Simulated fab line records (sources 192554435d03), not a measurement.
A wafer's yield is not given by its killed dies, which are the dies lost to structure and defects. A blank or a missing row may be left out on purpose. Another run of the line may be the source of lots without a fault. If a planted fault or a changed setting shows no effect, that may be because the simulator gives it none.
fab line records	flow n5Finfet
[record] lots = 24	wafers = 72	lastDay = 18
route steps=1938 shown ZERO_LAYER@19 PMOS_HMC_CHANNEL_EPI@65 FIN_SAQP@139 FIN_CUT@176 DUMMY_GATE@242
lots that met no fault: from a run of the same line without faults
startH: the number of hours between the record's first day and the start of the first shown wafer of the lot	waitH: hours since the lot's step before	" identical to the entry in the row above	L1.1+2: one row covering several wafers at once	- no value, or no start given	* or withheld: withheld	< > ~ a bound
route shown NAME@n: NAME is a module with steps in the file, n the number in the route of the first one	usual: the fault-free wafers' mean and standard deviation	same: alike in all rows	chamber/n: place in a boat	sites: the reading at each site	_std_site: standard deviation across them	_edge_site: mean of outer sites minus mean of inner sites	radiusMm: for every site, how far away it sits from the centre of the wafer	mask NAME#n: copy n	behind: the last tool/chamber to shape the wafer	hold: why the lot was held/for how many hours/how that ended	device: the n, p or np transistor that did not switch	end of line: the route-end tests of the same wafers	a step with no rows: only its recipe	killed: at the first sort, the dies lost to defects and structure; wafer yield is something else	map: a wafer's dies, x killed, . not, _ none there
set.NAME: setting as actually run; set.NAME@STEP: the setting as run at that earlier step	model.NAME: the simulator's own value behind a step, which no gauge read
steps of the route over a sample of lots; a table a step, a row a wafer
services: the hour from which a tool's chamber was out of use, counted from the record's first day as startH (under 0 if before that day), plus the number of hours and why
[[steps]]
[step N5_ZERO_LAYER_INSPECT_20]
[recipe] inspectInstrument = darkfield	mode = postClean
[usual] rawDefectCount = 35/18
lot.wafer	tool	chamber	startH	waitH	rawDefectCount
L074.1	defectInspect-01	-	13.26	0.0	20
L074.2	"	-	"	"	33
L074.6	"	-	"	"	34
L075.1	defectInspect-01	-	19.63	0.0	30
L075.4	"	-	"	"	75
L075.5	"	-	"	"	62
L076.1	defectInspect-02	-	25.57	0.0	17
L076.2	"	-	"	"	13
L076.4	"	-	"	"	23
L077.2	defectInspect-01	-	31.25	0.0	33
L077.5	"	-	"	"	45
L077.6	"	-	"	"	31
L078.3	defectInspect-02	-	37.28	0.0	13
L078.5	"	-	"	"	24
L078.6	"	-	"	"	21
L079.2	defectInspect-02	-	43.40	0.0	69
L079.4	"	-	"	"	63
L079.5	"	-	"	"	58
L080.3	defectInspect-01	-	49.28	0.0	62
L080.5	"	-	"	"	51
L080.6	"	-	"	"	75
L081.1	defectInspect-02	-	55.43	0.0	10
L081.3	"	-	"	"	37
L081.5	"	-	"	"	22
L082.1	defectInspect-02	-	61.38	0.0	20
L082.4	"	-	"	"	31
L082.5	"	-	"	"	48
L083.2	defectInspect-01	-	67.39	0.0	21
L083.5	"	-	"	"	17
L083.6	"	-	"	"	31
L084.2	defectInspect-01	-	73.25	0.0	46
L084.3	"	-	"	"	37
L084.6	"	-	"	"	17
L085.1	defectInspect-02	-	79.26	0.0	40
L085.5	"	-	"	"	18
L085.6	"	-	"	"	37
L086.1	defectInspect-02	-	85.73	0.0	28
L086.2	"	-	"	"	8
L086.3	"	-	"	"	18
L087.1	defectInspect-01	-	91.26	0.0	44
L087.3	"	-	"	"	51
L087.5	"	-	"	"	50
L088.2	defectInspect-02	-	97.42	0.0	32
L088.3	"	-	"	"	25
L088.5	"	-	"	"	14
L089.1	defectInspect-01	-	103.38	0.0	45
L089.2	"	-	"	"	43
L089.5	"	-	"	"	38
L090.3	defectInspect-02	-	109.38	0.0	56
L090.5	"	-	"	"	27
L090.6	"	-	"	"	39
L091.2	defectInspect-01	-	115.38	0.0	28
L091.4	"	-	"	"	37
L091.5	"	-	"	"	27
L092.2	defectInspect-02	-	121.56	0.0	19
L092.3	"	-	"	"	22
L092.5	"	-	"	"	21
L093.1	defectInspect-02	-	127.39	0.0	19
L093.3	"	-	"	"	23
L093.6	"	-	"	"	26
L094.2	defectInspect-02	-	133.51	0.0	18
L094.3	"	-	"	"	25
L094.5	"	-	"	"	20
L095.3	defectInspect-01	-	139.79	0.0	55
L095.4	"	-	"	"	56
L095.5	"	-	"	"	101
L096.3	defectInspect-01	-	145.25	0.0	20
L096.4	"	-	"	"	44
L096.5	"	-	"	"	22
L097.1	defectInspect-02	-	151.69	0.0	25
L097.2	"	-	"	"	41
L097.3	"	-	"	"	27
[step N5_PMOS_HMC_CHANNEL_EPI_CD_MEAS_09]
[recipe] targetCdNm = 237.4	landingEnergyEv = 500	detector = seInlens
[usual] cdNm = 237.1/0.76
lot.wafer	tool	chamber	startH	waitH	cdNm
L074.1	cdSem-02	0	16.87	-	236.8
L074.2	"	0	"	"	236.9
L074.6	"	0	"	"	235.9
L075.1	cdSem-03	0	26.20	-	236.2
L075.4	"	0	"	"	236.9
L075.5	"	0	"	"	236.6
L076.1	cdSem-02	0	29.24	-	237.8
L076.2	"	0	"	"	237.5
L076.4	"	0	"	"	237.2
L077.2	cdSem-03	0	35.43	-	237.3
L077.5	"	0	"	"	237.3
L077.6	"	0	"	"	237.3
L078.3	cdSem-03	0	40.90	-	237.6
L078.5	"	0	"	"	237.9
L078.6	"	0	"	"	237.4
L079.2	cdSem-03	0	47.17	-	237.4
L079.4	"	0	"	"	238.1
L079.5	"	0	"	"	236.3
L080.3	cdSem-02	0	52.98	-	237.4
L080.5	"	0	"	"	237.6
L080.6	"	0	"	"	236.8
L081.1	cdSem-01	0	59.37	-	236.4
L081.3	"	0	"	"	236.4
L081.5	"	0	"	"	237.2
L082.1	cdSem-01	0	65.18	-	236.2
L082.4	"	0	"	"	236.6
L082.5	"	0	"	"	236.3
L083.2	cdSem-01	0	71.17	-	237.4
L083.5	"	0	"	"	237.0
L083.6	"	0	"	"	237.2
L084.2	cdSem-02	0	77.00	-	237.6
L084.3	"	0	"	"	237.3
L084.6	"	0	"	"	237.4
L085.1	cdSem-03	0	83.79	-	237.9
L085.5	"	0	"	"	237.8
L085.6	"	0	"	"	237.9
L086.1	cdSem-03	0	90.70	-	236.6
L086.2	"	0	"	"	236.4
L086.3	"	0	"	"	235.6
L087.1	cdSem-03	0	94.85	-	236.3
L087.3	"	0	"	"	236.3
L087.5	"	0	"	"	237.2
L088.2	cdSem-02	0	101.23	-	236.7
L088.3	"	0	"	"	235.8
L088.5	"	0	"	"	235.3
L089.1	cdSem-02	0	106.97	-	237.0
L089.2	"	0	"	"	237.3
L089.5	"	0	"	"	238.0
L090.3	cdSem-02	0	113.20	-	238.0
L090.5	"	0	"	"	238.2
L090.6	"	0	"	"	237.0
L091.2	cdSem-01	0	119.50	-	237.0
L091.4	"	0	"	"	237.2
L091.5	"	0	"	"	237.1
L092.2	cdSem-03	0	125.64	-	235.9
L092.3	"	0	"	"	237.6
L092.5	"	0	"	"	236.0
L093.1	cdSem-02	0	131.42	-	237.3
L093.3	"	0	"	"	237.8
L093.6	"	0	"	"	237.5
L094.2	cdSem-02	0	137.39	-	237.7
L094.3	"	0	"	"	238.6
L094.5	"	0	"	"	238.2
L095.3	cdSem-02	0	143.43	-	237.9
L095.4	"	0	"	"	237.1
L095.5	"	0	"	"	236.7
L096.3	cdSem-02	0	149.50	-	237.7
L096.4	"	0	"	"	238.0
L096.5	"	0	"	"	238.4
L097.1	cdSem-01	0	155.67	-	237.5
L097.2	"	0	"	"	237.4
L097.3	"	0	"	"	236.8
[step N5_FIN_SAQP_SPACER2_ETCHBACK_29]
[recipe] chemistry = CHF3/O2	mode = anisotropicEtchback	target = SiO2	targetDepthA = 122	timeS = 6.1	pressureMtorr = 30	sourceW = 650	biasW = 170	Ar_flow_sccm = 200	CHF3_flow_sccm = 50	O2_flow_sccm = 5	ionEnergyEv = 200
[usual] drypumpMotorCurrentA = 5.8/0.39	oesProductAu = 0.76/0.08	rfFwdPowerW = 645.9/2.5	rfVppV = 524/5.1	showerheadPlenumPTorr = 2.38/0.063	throttleValvePct = 19.00/0.22
lot.wafer	tool	chamber	startH	waitH	drypumpMotorCurrentA	oesProductAu	rfFwdPowerW	rfHoursCounterH	rfVppV	showerheadPlenumPTorr	throttleValvePct
L074.1	rieDiel-02	0	26.72	0.2	5.9	0.75	647.6	163	520	2.30	18.97
L074.2	"	1	"	"	5.0	0.76	649.3	134	519	2.33	18.83
L074.6	"	2	"	"	6.2	0.78	650.3	-	533	2.51	19.26
L075.1	rieDiel-05	2	34.52	0.2	6.2	0.71	646.3	205	523	2.48	19.21
L075.4	"	3	"	"	5.8	0.75	646.1	166	516	2.41	18.90
L075.5	"	2	"	"	6.2	0.71	645.6	-	522	2.48	19.19
L076.1	rieDiel-05	3	37.57	0.2	5.7	0.76	647.2	167	516	2.41	18.92
L076.2	"	0	"	"	5.7	0.93	641.9	16	521	2.36	18.66
L076.4	"	2	"	"	6.2	0.71	646.8	206	522	2.48	19.19
L077.2	rieDiel-06	0	44.25	0.2	5.8	0.68	649.1	232	529	2.37	19.12
L077.5	"	2	"	"	5.9	0.71	647.4	-	522	2.39	18.77
L077.6	"	1	"	"	6.0	0.78	642.6	-	529	2.42	18.99
L078.3	rieDiel-02	3	48.79	0.2	6.1	0.75	647.7	155	521	2.32	19.37
L078.5	"	2	"	"	6.1	0.78	647.0	-	534	2.51	19.27
L078.6	"	1	"	"	5.0	0.75	646.5	-	518	2.32	18.83
L079.2	rieDiel-05	3	55.47	0.2	5.8	0.76	646.3	174	516	2.40	18.92
L079.4	"	2	"	"	6.2	0.71	647.6	213	522	2.48	19.21
L079.5	"	1	"	"	5.1	0.69	644.5	-	528	2.38	19.00
L080.3	rieDiel-05	3	62.99	0.2	5.7	0.75	650.3	177	517	2.40	18.93
L080.5	"	1	"	"	5.1	0.69	646.7	-	527	2.38	19.01
L080.6	"	2	"	"	6.2	0.71	644.4	-	522	2.48	19.21
L081.1	rieDiel-02	0	67.46	0.2	5.9	0.73	645.1	175	519	2.30	18.98
L081.3	"	3	"	"	6.1	0.73	648.8	162	520	2.31	19.39
L081.5	"	3	"	"	6.1	0.73	645.6	-	522	2.31	19.39
L082.1	rieDiel-02	0	73.35	0.2	5.9	0.72	643.0	176	520	2.30	18.98
L082.4	"	3	"	"	6.1	0.74	651.2	163	520	2.31	19.38
L082.5	"	2	"	"	6.2	0.78	645.9	-	534	2.51	19.30
L083.2	rieDiel-06	3	79.13	0.2	6.2	0.78	651.7	133	523	2.33	18.97
L083.5	"	2	"	"	5.9	0.70	644.6	-	523	2.38	18.83
L083.6	"	3	"	"	6.1	0.79	652.7	-	524	2.33	18.97
L084.2	rieDiel-06	3	85.31	0.2	6.2	0.78	647.8	134	524	2.33	18.96
L084.3	"	2	"	"	5.9	0.69	648.0	235	523	2.38	18.81
L084.6	"	0	"	"	5.8	0.68	648.4	-	529	2.37	19.14
L085.1	rieDiel-06	0	96.06	0.4	5.8	0.66	647.2	248	530	2.37	19.16
L085.5	"	3	"	"	6.2	0.77	648.9	-	524	2.33	18.98
L085.6	"	2	"	"	5.9	0.69	646.1	-	522	2.38	18.81
L086.1	rieDiel-05	0	98.90	0.2	5.6	0.88	642.7	33	522	2.35	18.70
L086.2	"	2	"	"	6.2	0.69	649.0	228	522	2.48	19.23
L086.3	"	1	"	"	5.1	0.68	646.6	246	528	2.38	19.03
L087.1	rieDiel-02	2	102.95	0.2	6.2	0.77	646.0	156	534	2.50	19.30
L087.3	"	3	"	"	6.1	0.73	649.1	171	520	2.31	19.41
L087.5	"	2	"	"	6.1	0.77	645.4	-	535	2.50	19.30
L088.2	rieDiel-06	3	111.42	0.3	6.1	0.77	648.6	144	523	2.33	18.98
L088.3	"	2	"	"	5.9	0.69	644.2	245	523	2.38	18.83
L088.5	"	2	"	"	5.9	0.68	646.3	-	522	2.38	18.84
L089.1	rieDiel-05	2	115.15	0.2	6.3	0.68	644.7	234	521	2.47	19.26
L089.2	"	0	"	"	5.6	0.89	643.9	39	522	2.35	18.67
L089.5	"	3	"	"	5.7	0.73	644.7	-	516	2.40	18.98
L090.3	rieDiel-06	1	121.38	0.2	5.9	0.77	641.9	145	528	2.41	19.03
L090.5	"	3	"	"	6.1	0.77	649.4	-	524	2.33	19.00
L090.6	"	2	"	"	5.9	0.69	645.4	-	523	2.38	18.84
L091.2	rieDiel-05	2	128.20	0.2	6.2	0.68	645.9	240	521	2.47	19.25
L091.4	"	3	"	"	5.7	0.73	645.8	201	516	2.39	18.97
L091.5	"	3	"	"	5.7	0.73	644.8	-	517	2.39	18.97
L092.2	rieDiel-02	1	133.70	0.2	5.0	0.73	648.8	169	521	2.31	18.87
L092.3	"	0	"	"	5.9	0.71	642.4	197	518	2.29	19.02
L092.5	"	1	"	"	5.0	0.73	646.4	-	519	2.31	18.87
L093.1	rieDiel-06	1	139.21	0.2	6.0	0.75	645.3	152	529	2.40	19.06
L093.3	"	3	"	"	6.2	0.77	649.1	155	523	2.33	19.01
L093.6	"	3	"	"	6.2	0.76	647.8	-	522	2.32	18.99
L094.2	rieDiel-02	3	147.22	0.2	6.1	0.72	653.0	184	520	2.31	19.40
L094.3	"	0	"	"	5.9	0.70	646.0	202	520	2.29	19.03
L094.5	"	0	"	"	5.9	0.71	641.9	-	519	2.29	19.03
L095.3	rieDiel-02	2	152.28	0.2	6.2	0.75	647.9	173	534	2.50	19.33
L095.4	"	3	"	"	6.1	0.72	644.8	185	521	2.30	19.43
L095.5	"	3	"	"	6.1	0.72	647.6	-	520	2.31	19.43
L096.3	rieDiel-06	0	157.55	0.2	5.8	0.97	644.7	12	528	2.36	18.72
L096.4	"	0	"	"	5.8	0.96	646.4	-	527	2.36	18.75
L096.5	"	1	"	"	6.0	0.75	642.2	-	528	2.40	19.06
L097.1	rieDiel-05	3	164.54	0.2	5.7	0.71	647.2	214	516	2.39	18.99
L097.2	"	1	"	"	5.1	0.95	644.8	15	526	2.37	18.65
L097.3	"	3	"	"	5.8	0.72	644.2	-	516	2.39	18.99
[step N5_FIN_CUT_CUT_ETCH_15]
[recipe] chemistry = HBr/Cl2/O2	target = Si	targetDepthA = 1000	btTimeS = 10	maskMaterial = SOC	timeS = 42.4	ionEnergyEv = *	biasW = *	pressureMtorr = 10	icpW = 800	HBr_flow_sccm = 150	Cl2_flow_sccm = 80	O2_flow_sccm = 12
[usual] drypumpMotorCurrentA = 5.6/0.33	oesProductAu = 0.997/0.012	rfFwdPowerW = *	throttleValvePct = 37.23/0.24
lot.wafer	tool	chamber	startH	waitH	drypumpMotorCurrentA	oesProductAu	rfFwdPowerW	rfHoursCounterH	throttleValvePct
L074.1	rieSi-04	3	28.69	0.1	5.7	0.986	*	120	37.26
L074.2	"	2	"	"	5.4	0.992	*	6	37.34
L074.6	"	2	"	"	5.4	0.997	*	-	37.32
L075.1	rieSi-06	3	36.71	0.1	5.5	0.985	*	119	37.48
L075.4	"	2	"	"	5.5	1.012	*	6	37.53
L075.5	"	1	"	"	5.6	1.010	*	-	36.87
L076.1	rieSi-04	3	39.46	0.1	5.7	0.991	*	120	37.27
L076.2	"	2	"	"	5.4	0.998	*	6	37.33
L076.4	"	0	"	"	5.8	0.982	*	157	37.52
L077.2	rieSi-04	1	46.22	0.1	4.9	0.996	*	143	37.30
L077.5	"	2	"	"	5.4	0.989	*	-	37.31
L077.6	"	3	"	"	5.7	0.986	*	-	37.24
L078.3	rieSi-06	1	51.08	0.0	5.6	1.017	*	2	36.88
L078.5	"	0	"	"	5.9	0.994	*	-	37.03
L078.6	"	1	"	"	5.6	1.020	*	-	36.88
L079.2	rieSi-06	1	57.45	0.1	5.6	1.012	*	2	36.88
L079.4	"	3	"	"	5.5	0.976	*	119	37.48
L079.5	"	0	"	"	6.0	0.986	*	-	37.03
L080.3	rieSi-06	3	64.83	0.0	5.5	0.983	*	119	37.46
L080.5	"	1	"	"	5.6	1.006	*	-	36.87
L080.6	"	0	"	"	5.9	0.989	*	-	37.04
L081.1	rieSi-04	0	69.29	0.1	5.8	0.985	*	158	37.53
L081.3	"	1	"	"	4.9	0.986	*	144	37.29
L081.5	"	1	"	"	4.9	0.990	*	-	37.28
L082.1	rieSi-04	0	75.31	0.1	5.8	0.992	*	158	37.52
L082.4	"	2	"	"	5.4	1.003	*	7	37.33
L082.5	"	1	"	"	4.9	0.987	*	-	37.30
L083.2	rieSi-06	2	80.98	0.1	5.6	1.020	*	7	37.53
L083.5	"	1	"	"	5.6	1.015	*	-	36.87
L083.6	"	0	"	"	6.0	0.987	*	-	37.04
L084.2	rieSi-06	3	87.15	0.1	5.5	0.980	*	120	37.46
L084.3	"	2	"	"	5.5	1.014	*	7	37.54
L084.6	"	0	"	"	5.9	0.990	*	-	37.05
L085.1	rieSi-02	1	98.07	0.1	5.4	0.990	*	87	37.04
L085.5	"	3	"	"	5.9	1.019	*	-	36.81
L085.6	"	2	"	"	5.5	0.993	*	-	37.57
L086.1	rieSi-04	3	100.87	0.1	5.7	0.985	*	121	37.28
L086.2	"	1	"	"	4.9	0.990	*	144	37.28
L086.3	"	0	"	"	5.8	0.984	*	158	37.51
L087.1	rieSi-06	3	106.32	0.1	5.5	0.981	*	120	37.48
L087.3	"	0	"	"	5.9	0.988	*	189	37.04
L087.5	"	1	"	"	5.6	1.011	*	-	36.88
L088.2	rieSi-02	1	113.57	0.1	5.5	0.995	*	87	37.05
L088.3	"	2	"	"	5.5	1.002	*	121	37.56
L088.5	"	1	"	"	5.5	0.994	*	-	37.04
L089.1	rieSi-04	0	117.28	0.1	5.8	0.983	*	159	37.51
L089.2	"	2	"	"	5.4	0.987	*	8	37.33
L089.5	"	3	"	"	5.7	0.988	*	-	37.26
L090.3	rieSi-06	3	123.27	0.0	5.5	0.984	*	120	37.47
L090.5	"	0	"	"	5.9	0.988	*	-	37.03
L090.6	"	1	"	"	5.6	1.022	*	-	36.87
L091.2	rieSi-02	3	130.04	0.1	5.9	1.006	*	35	36.82
L091.4	"	1	"	"	5.5	0.997	*	87	37.04
L091.5	"	0	"	"	6.3	1.013	*	-	36.92
L092.2	rieSi-04	0	135.66	0.1	5.7	0.987	*	159	37.51
L092.3	"	2	"	"	5.4	1.002	*	8	37.34
L092.5	"	0	"	"	5.8	0.986	*	-	37.51
L093.1	rieSi-06	1	141.05	0.1	5.6	1.013	*	4	36.89
L093.3	"	3	"	"	5.5	0.984	*	121	37.47
L093.6	"	3	"	"	5.5	0.985	*	-	37.47
L094.2	rieSi-06	3	149.34	0.1	5.5	0.984	*	121	37.46
L094.3	"	0	"	"	5.9	0.987	*	190	37.02
L094.5	"	0	"	"	5.9	0.997	*	-	37.02
L095.3	rieSi-04	1	154.25	0.0	4.9	0.992	*	145	37.29
L095.4	"	0	"	"	5.8	0.988	*	159	37.52
L095.5	"	3	"	"	5.7	0.988	*	-	37.25
L096.3	rieSi-02	2	159.39	0.0	5.5	1.002	*	122	37.56
L096.4	"	3	"	"	5.9	1.019	*	36	36.82
L096.5	"	0	"	"	6.3	1.006	*	-	36.93
L097.1	rieSi-04	2	167.27	0.1	5.4	0.985	*	8	37.34
L097.2	"	0	"	"	5.8	0.990	*	159	37.51
L097.3	"	1	"	"	4.9	0.989	*	146	37.29
[step N5_DUMMY_GATE_CD_MEAS_50]
[recipe] targetCdNm = 14
[usual] cdNm = 13.9/0.32
lot.wafer	tool	chamber	startH	waitH	cdNm
L074.1	cdSem-03	-	49.01	0.0	14.2
L074.2	"	-	"	"	13.5
L074.6	"	-	"	"	13.8
L075.1	cdSem-01	-	56.88	0.0	13.7
L075.4	"	-	"	"	14.2
L075.5	"	-	"	"	13.8
L076.1	cdSem-01	-	58.84	0.0	13.8
L076.2	"	-	"	"	13.7
L076.4	"	-	"	"	13.5
L077.2	cdSem-03	-	66.03	0.0	13.9
L077.5	"	-	"	"	14.0
L077.6	"	-	"	"	13.9
L078.3	cdSem-03	-	70.39	0.0	13.9
L078.5	"	-	"	"	13.7
L078.6	"	-	"	"	13.5
L079.2	cdSem-01	-	76.14	0.0	13.8
L079.4	"	-	"	"	13.9
L079.5	"	-	"	"	14.4
L080.3	cdSem-02	-	87.31	0.0	13.4
L080.5	"	-	"	"	13.8
L080.6	"	-	"	"	14.2
L081.1	cdSem-01	-	89.26	0.0	13.7
L081.3	"	-	"	"	13.3
L081.5	"	-	"	"	14.4
L082.1	cdSem-01	-	97.17	0.0	14.4
L082.4	"	-	"	"	13.7
L082.5	"	-	"	"	14.5
L084.2	cdSem-03	-	105.86	0.0	14.4
L084.3	"	-	"	"	14.0
L084.6	"	-	"	"	14.1
L083.2	cdSem-02	-	106.56	0.0	13.2
L083.5	"	-	"	"	13.6
L083.6	"	-	"	"	13.7
L085.1	cdSem-03	-	116.67	0.0	14.1
L085.5	"	-	"	"	14.2
L085.6	"	-	"	"	14.1
L086.1	cdSem-03	-	119.61	0.0	14.1
L086.2	"	-	"	"	14.0
L086.3	"	-	"	"	13.7
L087.1	cdSem-03	-	125.09	0.0	14.1
L087.3	"	-	"	"	13.6
L087.5	"	-	"	"	14.8
L088.2	cdSem-02	-	133.11	0.0	13.7
L088.3	"	-	"	"	14.2
L088.5	"	-	"	"	14.0
L089.1	cdSem-02	-	136.48	0.0	14.4
L089.2	"	-	"	"	13.6
L089.5	"	-	"	"	14.3
L090.3	cdSem-02	-	141.44	0.0	14.1
L090.5	"	-	"	"	13.8
L090.6	"	-	"	"	13.6
L091.2	cdSem-02	-	148.38	0.0	14.3
L091.4	"	-	"	"	13.8
L091.5	"	-	"	"	14.1
L092.2	cdSem-03	-	154.20	0.0	13.4
L092.3	"	-	"	"	13.5
L092.5	"	-	"	"	13.7
L093.1	cdSem-02	-	163.62	0.0	13.8
L093.3	"	-	"	"	13.9
L093.6	"	-	"	"	14.2
L094.2	cdSem-03	-	171.86	0.0	14.1
L094.3	"	-	"	"	13.9
L094.5	"	-	"	"	14.2
L095.3	cdSem-03	-	173.17	0.0	13.6
L095.4	"	-	"	"	13.7
L095.5	"	-	"	"	13.9
L096.3	cdSem-02	-	187.59	0.0	14.6
L096.4	"	-	"	"	14.2
L096.5	"	-	"	"	14.2
L097.1	cdSem-01	-	191.33	0.0	13.8
L097.2	"	-	"	"	14.1
L097.3	"	-	"	"	14.1
[step N5_DUMMY_GATE_CD_MEAS_24]
[recipe] targetCdNm = 15
[usual] cdNm = 15.0/0.31
lot.wafer	tool	chamber	startH	waitH	cdNm
L074.1	cdSem-02	-	49.50	0.1	14.9
L074.2	"	-	"	"	14.9
L074.6	"	-	"	"	14.6
L075.1	cdSem-01	-	57.37	0.1	14.5
L075.4	"	-	"	"	15.4
L075.5	"	-	"	"	15.4
L076.1	cdSem-02	-	59.42	0.1	14.2
L076.2	"	-	"	"	15.1
L076.4	"	-	"	"	14.5
L077.2	cdSem-03	-	66.53	0.1	14.6
L077.5	"	-	"	"	15.3
L077.6	"	-	"	"	15.4
L078.3	cdSem-03	-	70.89	0.1	14.5
L078.5	"	-	"	"	14.1
L078.6	"	-	"	"	14.8
L079.2	cdSem-03	-	76.64	0.1	15.1
L079.4	"	-	"	"	15.0
L079.5	"	-	"	"	15.2
L080.3	cdSem-01	-	87.80	0.1	14.8
L080.5	"	-	"	"	15.1
L080.6	"	-	"	"	15.1
L081.1	cdSem-02	-	89.75	0.1	14.9
L081.3	"	-	"	"	14.6
L081.5	"	-	"	"	15.0
L082.1	cdSem-02	-	97.66	0.1	15.3
L082.4	"	-	"	"	15.2
L082.5	"	-	"	"	15.4
L084.2	cdSem-02	-	106.35	0.1	15.2
L084.3	"	-	"	"	14.9
L084.6	"	-	"	"	15.3
L083.2	cdSem-03	-	107.05	0.1	14.8
L083.5	"	-	"	"	14.9
L083.6	"	-	"	"	15.3
L085.1	cdSem-03	-	117.17	0.1	15.2
L085.5	"	-	"	"	14.6
L085.6	"	-	"	"	15.1
L086.1	cdSem-03	-	120.13	0.1	15.4
L086.2	"	-	"	"	15.1
L086.3	"	-	"	"	14.9
L087.1	cdSem-02	-	125.58	0.1	14.9
L087.3	"	-	"	"	15.2
L087.5	"	-	"	"	15.3
L088.2	cdSem-02	-	133.60	0.1	15.0
L088.3	"	-	"	"	14.8
L088.5	"	-	"	"	14.6
L089.1	cdSem-03	-	137.15	0.1	14.7
L089.2	"	-	"	"	15.3
L089.5	"	-	"	"	14.6
L090.3	cdSem-02	-	141.94	0.1	15.0
L090.5	"	-	"	"	15.2
L090.6	"	-	"	"	14.8
L091.2	cdSem-03	-	148.93	0.1	15.2
L091.4	"	-	"	"	15.3
L091.5	"	-	"	"	15.0
L092.2	cdSem-01	-	154.71	0.1	14.8
L092.3	"	-	"	"	14.7
L092.5	"	-	"	"	15.2
L093.1	cdSem-02	-	164.12	0.1	14.9
L093.3	"	-	"	"	14.8
L093.6	"	-	"	"	15.0
L094.2	cdSem-01	-	172.45	0.1	14.7
L094.3	"	-	"	"	15.1
L094.5	"	-	"	"	14.8
L095.3	cdSem-03	-	173.66	0.1	14.6
L095.4	"	-	"	"	14.8
L095.5	"	-	"	"	14.5
L096.3	cdSem-01	-	188.08	0.1	15.4
L096.4	"	-	"	"	15.0
L096.5	"	-	"	"	15.0
L097.1	cdSem-02	-	191.82	0.1	15.0
L097.2	"	-	"	"	14.9
L097.3	"	-	"	"	14.9
[[services]]
tool	chamber	startH	hours	kind
rieDiel-02	-	35.44	0.6	repair
rieDiel-02	0	38.20	4.3	repair
rieDiel-05	0	40.26	8.8	repair
rieDiel-05	0	67.15	3.7	repair
rieDiel-02	2	90.82	4.3	repair
rieDiel-06	0	102.20	-	clean
rieDiel-06	0	102.20	-	consumableReplace:focusRing
rieDiel-06	0	102.20	26.8	scheduledDown
rieDiel-06	0	102.20	26.8	ventCycle
rieDiel-05	1	112.02	-	clean
rieDiel-05	1	112.02	-	consumableReplace:focusRing
rieDiel-05	1	112.02	15.9	scheduledDown
rieDiel-05	1	112.02	15.9	ventCycle
rieDiel-05	3	117.14	1.4	repair
rieDiel-06	2	129.03	-	clean
rieDiel-06	2	129.03	-	consumableReplace:focusRing
rieDiel-06	2	129.03	18.5	scheduledDown
rieDiel-06	2	129.03	18.5	ventCycle
rieSi-04	-	133.87	0.3	repair
rieSi-06	3	134.24	2.9	repair
rieDiel-05	2	154.21	-	clean
rieDiel-05	2	154.21	-	consumableReplace:focusRing
rieDiel-05	0	158.30	8.1	repair
rieSi-04	3	166.46	8.6	repair
[[key]]
fault none
